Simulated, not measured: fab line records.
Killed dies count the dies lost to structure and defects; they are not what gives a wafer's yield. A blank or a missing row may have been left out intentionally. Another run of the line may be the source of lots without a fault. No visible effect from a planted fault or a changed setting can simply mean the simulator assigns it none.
Struck lot and sound lot, side by side :: flow n5-finfet :: 33 steps out of a route of 1938
Sound: these wafers, L899.1, L899.2, L899.3. Wafers struck: L895.1, L895.4, L895.5. At the end, the cause is stated.
Order at every step that has rows: each side's tool, ch and its chambers, its first start. Under that, the readings that differ: sound wafers :: struck wafers :: difference of the means :: sigmas: that difference in standard deviations of wafers without a fault.
alike: a reading whose means differ by less than 2 such deviations, as well as words and numbers matching on both sides. not compared: withheld readings; readings where some wafer has no value; bounds like >300 that might hide an equal value; numbers whose values overlap and for which the record gives no deviation.
Wherever a step has rows on one side only, a row that says differs or no value, or a row with sigmas, the two part there. Numbers that have no deviation but don't overlap get no sigmas and don't part them. Lack of a reading on every wafer of one side parts them only where that side has two or more wafers.

first, 1 step without rows for these wafers: N5_BEOL_M6_ECD_50 (material Cu, target thk 300 nm).
N5_BEOL_M6_ANNEAL_51: time 90 s.
  sound on rtp-anneal-02 ch 0, day 13 05:02; struck on rtp-anneal-01 ch 0, day 12 04:04
  alike: wafer_temp_C_max
N5_BEOL_M6_CMP_52: polishes, stops on SiCOH lowk, t overpolish 6.9 s, target thk 80 nm.
  sound on cmp-03 ch 0,1,3, day 13 05:22; struck on cmp-03 ch 0,1, day 12 04:25
  alike: barrier-field-endpoint-s, motor-current-A, overpolish-run-s, time-to-endpoint-s
N5_BEOL_M6_THK_MEAS_53: measures by xrf.
  sound on film-metro-01, day 13 05:37; struck on film-metro-02, day 12 04:40
  alike: M6_THK
then, 2 steps without rows for these wafers: N5_BEOL_M6_PRE_CLEAN_55 (time 15 s); N5_BEOL_M6_DEP_56 (deposits SiCN from 3MS/NH3, target thk 10 nm, time 17.5 s).
N5_BEOL_M6_RS_MEAS_57: a four-point-probe measurement.
  sound on film-metro-02, day 13 05:45; struck on film-metro-02, day 12 04:47
  alike: M6_RS
N5_BEOL_M6_INSPECT_58: inspects for defects (darkfield).
  sound on defect-inspect-01, day 13 05:47; struck on defect-inspect-02, day 12 04:49
  alike: raw-defect-count
N5_BEOL_M7_ILD_DEP_00: deposits SiCOH lowk from DEMS/porogen, target thk 179.75 nm, time 33.4 s.
  sound on pecvd-04 ch 0,1,2, day 13 05:49; struck on pecvd-03 ch 0,1, day 12 04:52
  alike: chamber-pressure-Torr, heater-power-outer-w, heater-power-w, showerhead-plenum-p-Torr, throttle-valve-pct
N5_BEOL_M7_CURE_74: cures SiCOH lowk, time 240 s.
  sound on uv-cure-02 ch 2, day 13 05:53; struck on uv-cure-03 ch 1, day 12 04:56
reading: wafer_temp_C_max
sound: 386.3 385.9 385.9
struck: 386.9 387.5 386.8
difference: +1.0
sigmas: +2
  alike: lamp-power-pct
N5_BEOL_M7_THK_MEAS_01:
  sound on film-metro-01, day 13 06:23; struck on film-metro-02, day 12 05:27
  alike: M7_ILD_THK
then, 1 step without rows for these wafers: N5_BEOL_M7_PECVD_70 (deposits SiO2 from TEOS/O2, target thk 20 nm, time 22.7 s).
N5_BEOL_M7_HM_DEP_02: deposits TiN, target thk 20 nm.
  sound on pvd-sputter-01, day 13 07:22; struck on pvd-sputter-01, day 12 06:31
  no value came back on the struck wafers for chamber-pressure-pa (Pa), substrate-temp-c (C), throttle-valve-pct (%); on the sound wafers chamber-pressure-pa (Pa) reads 0.4997 0.5002 0.5000
then, 8 steps without rows for these wafers: N5_BEOL_M7_COAT_59 (time 60 s, resist thk 100 nm); N5_BEOL_M7_COAT_60 (time 60 s, resist thk 35 nm); N5_BEOL_M7_COAT_05 (resist thk 90 nm); N5_BEOL_M7_EBR_07; N5_BEOL_M7_SOFTBAKE_06 (time 60 s); N5_BEOL_M7_EXPOSE_08 (exposes mask M7); N5_BEOL_M7_PEB_09 (peb time 60 s); N5_BEOL_M7_DEVELOP_10 (develop time 30 s).
N5_BEOL_M7_CD_MEAS_11: the cd target is 38.5 nm.
  sound on cd-sem-03 ch 0, day 13 07:52; struck on cd-sem-03 ch 0, day 12 07:01
  alike: cd-nm
N5_BEOL_M7_OVL_MEAS_12:
  sound on overlay-01 ch 0, day 13 07:54; struck on overlay-02 ch 0, day 12 07:02
  alike: M7_OVL
N5_BEOL_M7_INSPECT_13: inspects for defects (brightfield).
  sound on defect-inspect-02, day 13 07:55; struck on defect-inspect-02, day 12 07:04
reading: raw-defect-count
sound: 520 650 563
struck: 383 342 200
difference: -269
sigmas: -3
then, 1 step without rows for these wafers: N5_BEOL_M7_DESCUM_16 (chemistry O2, time 7.9 s).
N5_BEOL_M7_ETCH_61: etches SiARC in CF4, target depth 45.5 nm, time 75.8 s.
  sound on rie-diel-05 ch 0,1,3, day 13 07:59; struck on rie-diel-06 ch 1,3, day 12 07:08
  alike: drypump-motor-current-A, etch-rf-on-time-s, oes-product-au, rf-vpp-V, showerhead-plenum-p-Torr, throttle-valve-pct
  not compared: rf-hours-counter-h
then, 3 steps without rows for these wafers: N5_BEOL_M7_ETCH_62 (etches SOC in N2/H2, target depth 110 nm, overetch 22 nm, time 165 s); N5_BEOL_M7_STRIP_68 (strips in N2/H2); N5_BEOL_M7_STRIP_67 (strips in CF4).
N5_BEOL_M7_HM_OPEN_17: chemistry Cl2/BCl3, target TiN, target depth 20 nm, overetch 6 nm.
  sound on rie-metal-01 ch 0,1, day 13 08:14; struck on rie-metal-01 ch 0,1, day 12 07:23
reading: oes-product-au (a.u.)
sound: 0.79 0.54 0.55
struck: 0.24 0.24 0.36
difference: -0.35
sigmas: -3

reading: throttle-valve-pct (%)
sound: 22.32 22.72 22.70
struck: 23.37 23.37 22.95
difference: +0.65
sigmas: +3

reading: model.etch.depth-nm (nm)
sound: 19.92 20.09 20.1
struck: 0 0 0
difference: -20
sigmas: 
  alike: drypump-motor-current-A
  not compared: rf-hours-counter-h
then, 1 step without rows for these wafers: N5_BEOL_M7_STRIP_19 (strips in O2).
N5_BEOL_M7_CD_MEAS_18: pitch 80 nm, target cd 40 nm.
  sound on cd-sem-01, day 13 08:25; struck on cd-sem-01, day 12 07:36
reading: cd-nm (nm)
sound: 40.2 40.1 39.0
struck: - - -
difference: no value on the struck wafers
sigmas: 
then, 1 step without rows for these wafers: N5_BEOL_M7_COAT_63 (time 60 s, resist thk 60 nm).

## WHERE THEY PART
At N5_BEOL_M7_CURE_74 first; at N5_BEOL_M7_CD_MEAS_18 last (within this record only).

WHY: the cause the simulator had injected
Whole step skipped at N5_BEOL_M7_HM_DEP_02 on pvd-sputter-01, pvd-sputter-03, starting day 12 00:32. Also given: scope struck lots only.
